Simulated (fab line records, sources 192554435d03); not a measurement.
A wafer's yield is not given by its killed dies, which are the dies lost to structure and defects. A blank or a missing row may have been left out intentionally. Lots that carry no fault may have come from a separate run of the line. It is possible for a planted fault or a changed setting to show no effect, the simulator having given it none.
Chamber matching | flow n5 finfet | N5_SDB_STRIP_21 on rie diel-03: 4 sister chambers
The step strips in CF4. 4 wafers are shown with their chamber, then 8 later ones without.

== WAFERS, EACH WITH ITS CHAMBER ==
wafer  | chamber | showerhead plenum p Torr (Torr)
L085.2 | 3       | 1.77
L087.4 | 2       | 1.71
L087.5 | 0       | 1.77
L090.3 | 1       | 1.85

== WAFERS WITHOUT THEIR CHAMBER ==
wafer  | showerhead plenum p Torr (Torr)
L090.5 | 1.77
L090.6 | 1.71
L095.2 | 1.77
L095.4 | 1.77
L095.6 | 1.85
L096.1 | 1.77
L096.5 | 1.77
L096.6 | 1.70

== CHAMBER TAKEN BY EACH ==
wafer  | from the rows above     | in truth
L090.5 | can't be placed: 0 or 3 | 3
L090.6 | 2                       | 2
L095.2 | can't be placed: 0 or 3 | 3
L095.4 | can't be placed: 0 or 3 | 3
L095.6 | 1                       | 1
L096.1 | can't be placed: 0 or 3 | 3
L096.5 | can't be placed: 0 or 3 | 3
L096.6 | 2                       | 2
Correct placement for 3 of the 8. These rows do not allow placing 5 (true chamber among the candidates in 5). Placed wrongly: 0.
How it was worked out, from the rows above alone: a wafer's distance from a chamber is the root of the sum, over the readings, of the square of ((its reading less the chamber's mean) divided by the reading's scatter). The wafer belongs to the nearest chamber; if the next one is less than 2 further off, it can't be placed. A chamber's mean is the mean of its shown wafers. The scatter (one wafer shown for each chamber): square how far every hidden wafer sits from the nearest shown wafer, average those squares and take the square root.
